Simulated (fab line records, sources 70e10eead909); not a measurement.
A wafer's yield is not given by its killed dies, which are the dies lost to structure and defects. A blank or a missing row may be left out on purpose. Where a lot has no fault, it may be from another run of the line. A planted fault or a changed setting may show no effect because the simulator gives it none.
What tool caused it? + flow nand harc + Sampling: 22 lots, 66 wafers, 3 of 1302 route steps

WHAT EACH GAUGE READ, for each wafer
NHARC_A_ONON_D2_THK_MEAS_05: measures by ellipsometry. Usual: 1000 nm for thk nm, sd 9.6.
| lot  | measured     | on            | thk nm (nm)    | flag |
|------|--------------|---------------|----------------|------|
| L074 | day 12 18:13 | film metro-01 | 1001 1002 1002 |      |
| L075 | day 12 18:15 | film metro-02 | 996 996 996    |      |
| L076 | day 13 15:56 | film metro-02 | 987 987 988    |      |
| L077 | day 14 00:31 | film metro-02 | 1003 1003 1002 |      |
| L078 | day 14 11:31 | film metro-02 | 992 994 991    |      |
| L081 | day 14 19:12 | film metro-02 | 980 983 981    |      |
| L080 | day 14 19:22 | film metro-01 | 1009 1010 1009 |      |
| L082 | day 15 21:11 | film metro-01 | 1006 1004 1005 |      |
| L084 | day 16 16:46 | film metro-01 | 995 996 997    |      |
| L085 | day 16 19:41 | film metro-01 | 1015 1012 1013 |      |
| L086 | day 17 09:16 | film metro-01 | 997 995 995    |      |
| L088 | day 18 06:55 | film metro-01 | 994 994 995    |      |
| L087 | day 18 06:47 | film metro-02 | 995 996 996    |      |
| L090 | day 19 04:50 | film metro-02 | 1002 1001 1001 |      |
| L089 | day 19 04:39 | film metro-02 | 999 998 998    |      |
| L091 | day 19 17:35 | film metro-01 | 1019 1016 1019 |      |
| L092 | day 20 11:50 | film metro-01 | 1000 998 999   |      |
| L093 | day 20 11:55 | film metro-02 | 986 984 985    |      |
| L094 | day 21 07:43 | film metro-02 | 996 996 993    |      |
| L095 | day 21 07:56 | film metro-01 | 1012 1013 1013 |      |
| L096 | day 21 21:07 | film metro-01 | 1009 1009 1009 |      |
| L097 | day 21 20:58 | film metro-02 | 995 995 995    |      |

NHARC_A_ONON_D2_THK_MEAS_24: measures by ellipsometry. Usual: 999 nm for thk nm, sd 8.1.
| lot  | measured     | on            | thk nm (nm)    | flag |
|------|--------------|---------------|----------------|------|
| L074 | day 13 04:55 | film metro-02 | 989 989 987    |      |
| L075 | day 13 04:55 | film metro-01 | 1002 1001 1000 |      |
| L076 | day 14 02:17 | film metro-01 | 999 1000 1001  |      |
| L077 | day 14 10:43 | film metro-02 | 983 984 985    |      |
| L078 | day 14 21:49 | film metro-02 | 997 995 997    |      |
| L081 | day 15 05:45 | film metro-01 | 1002 1004 1002 |      |
| L080 | day 15 05:23 | film metro-01 | 997 998 998    |      |
| L082 | day 16 07:24 | film metro-02 | 1005 1003 1006 |      |
| L084 | day 17 04:47 | film metro-02 | 1010 1011 1011 |      |
| L085 | day 17 04:47 | film metro-02 | 1002 1000 999  |      |
| L086 | day 17 20:06 | film metro-02 | 991 990 990    |      |
| L088 | day 18 18:59 | film metro-01 | 987 988 986    |      |
| L087 | day 18 18:58 | film metro-02 | 988 989 988    |      |
| L090 | day 19 15:10 | film metro-01 | 1012 1013 1009 |      |
| L089 | day 19 15:09 | film metro-02 | 1001 1000 1002 |      |
| L091 | day 20 05:40 | film metro-02 | 1008 1008 1009 |      |
| L092 | day 20 22:40 | film metro-01 | 1004 1003 1004 |      |
| L093 | day 20 22:41 | film metro-02 | 996 995 995    |      |
| L094 | day 21 17:54 | film metro-01 | 1012 1009 1011 |      |
| L095 | day 21 18:06 | film metro-02 | 1005 1006 1005 |      |
| L096 | day 22 07:31 | film metro-02 | 994 992 995    |      |
| L097 | day 22 07:31 | film metro-01 | 995 993 992    |      |

WHICH TOOL RAN EACH LOT (tool, then ch and the chambers of the sampled wafers, then the start)
| lot  | NHARC_A_DECK1_JOINT_ETCHBACK_07  |
|------|----------------------------------|
| L074 | rie si-05 ch 1,2,3, day 11 05:02 |
| L075 | rie si-01 ch 0,1, day 11 05:02   |
| L076 | rie si-01 ch 1,2, day 11 22:00   |
| L077 | rie si-03 ch 1,2,3, day 12 10:05 |
| L078 | rie si-03 ch 0,2, day 12 15:55   |
| L081 | rie si-01 ch 0,1, day 13 07:02   |
| L080 | rie si-05 ch 0,2, day 13 07:04   |
| L082 | rie si-03 ch 0,1, day 14 04:41   |
| L084 | rie si-01 ch 0,1, day 14 22:51   |
| L085 | rie si-03 ch 0,2,3, day 15 07:31 |
| L086 | rie si-01 ch 0,2,3, day 15 20:35 |
| L088 | rie si-03 ch 0,3, day 16 19:32   |
| L087 | rie si-01 ch 0,1,3, day 16 19:35 |
| L090 | rie si-05 ch 1,2, day 17 15:11   |
| L089 | rie si-01 ch 0,3, day 17 15:16   |
| L091 | rie si-05 ch 2,3, day 18 05:22   |
| L092 | rie si-01 ch 2,3, day 18 21:05   |
| L093 | rie si-03 ch 1,2, day 19 01:26   |
| L094 | rie si-03 ch 1,2, day 19 07:50   |
| L095 | rie si-05 ch 0,1,2, day 19 16:36 |
| L096 | rie si-05 ch 2,3, day 20 02:59   |
| L097 | rie si-01 ch 1,2,3, day 20 03:00 |
- NHARC_A_DECK1_JOINT_ETCHBACK_07: etches the open film in HBr, target depth 105 nm, time 26.9 s.

AS READ BY THE TOOLS THEMSELVES (means over the sampled wafers that have a number; for cases with no such wafer, the mark the record gives instead)
NHARC_A_DECK1_JOINT_ETCHBACK_07. Usual: bias w 59.97 W, standard deviation 0.17; drypump motor current A 5.6 A, standard deviation 0.56; oes product au 1.003 a.u., standard deviation 0.0096; rf fwd power W 344.8 W, standard deviation 1.8; throttle valve pct 23.266 %, standard deviation 0.0092.
| lot  | tool      | bias w (W) | drypump motor current A (A) | oes product au (a.u.) | rf fwd power W (W) | throttle valve pct (%) | flag |
|------|-----------|------------|-----------------------------|-----------------------|--------------------|------------------------|------|
| L074 | rie si-05 | 59.84      | 5.7                         | 1.000                 | 346.2              | 23.263                 |      |
| L075 | rie si-01 | 59.96      | 5.6                         | 0.998                 | 346.4              | 23.268                 |      |
| L076 | rie si-01 | 59.96      | 5.7                         | 1.005                 | 344.6              | 23.273                 |      |
| L077 | rie si-03 | 59.92      | 5.8                         | 1.011                 | 344.4              | 23.270                 |      |
| L078 | rie si-03 | 60.09      | 5.4                         | 1.005                 | 344.8              | 23.269                 |      |
| L081 | rie si-01 | 59.98      | 5.1                         | 0.997                 | 345.4              | 23.259                 |      |
| L080 | rie si-05 | 59.87      | 6.3                         | 0.994                 | 344.5              | 23.259                 |      |
| L082 | rie si-03 | 59.90      | 5.4                         | 1.013                 | 343.2              | 23.267                 |      |
| L084 | rie si-01 | 59.96      | 5.1                         | 1.007                 | 344.0              | 23.260                 |      |
| L085 | rie si-03 | 59.98      | 5.7                         | 1.008                 | 345.9              | 23.273                 |      |
| L086 | rie si-01 | 60.03      | 5.4                         | 1.003                 | 344.3              | 23.272                 |      |
| L088 | rie si-03 | 59.96      | 6.0                         | 1.004                 | 345.0              | 23.262                 |      |
| L087 | rie si-01 | 59.99      | 5.7                         | 1.008                 | 343.8              | 23.272                 |      |
| L090 | rie si-05 | 59.87      | 5.6                         | 0.999                 | 345.3              | 23.272                 |      |
| L089 | rie si-01 | 60.09      | 5.3                         | 0.998                 | 342.5              | 23.268                 |      |
| L091 | rie si-05 | 60.06      | 6.2                         | 0.993                 | 346.7              | 23.275                 |      |
| L092 | rie si-01 | 60.03      | 5.4                         | 1.018                 | 343.8              | 23.264                 |      |
| L093 | rie si-03 | 60.09      | 5.5                         | 1.008                 | 346.3              | 23.268                 |      |
| L094 | rie si-03 | 59.84      | 5.5                         | 1.009                 | 345.2              | 23.254                 |      |
| L095 | rie si-05 | 60.05      | 5.8                         | 0.998                 | 345.5              | 23.258                 |      |
| L096 | rie si-05 | 60.03      | 5.8                         | 0.995                 | 345.1              | 23.273                 |      |
| L097 | rie si-01 | 59.99      | 5.8                         | 1.015                 | 343.9              | 23.272                 |      |

THE ANSWER, worked out from the rows above alone
Rule: take the mean of a lot's wafers that have a number; if it is more than 3 standard deviations from the usual mean, the lot is off. A lot without any number at a reading at which 4 lots or more have one is off too. Where the step has rows for the other lots, those lots are counted as sound. First the gauges in route order, then the tools' own readings, where a lot's mean is used as printed above. The first step at which some lot is off is used, and at that step the reading that is off furthest; a lot without a number counts as furthest.
Across all readings shown, no lot is off: no conclusion can be drawn from this.

WHAT THE SIMULATOR HAD PUT IN
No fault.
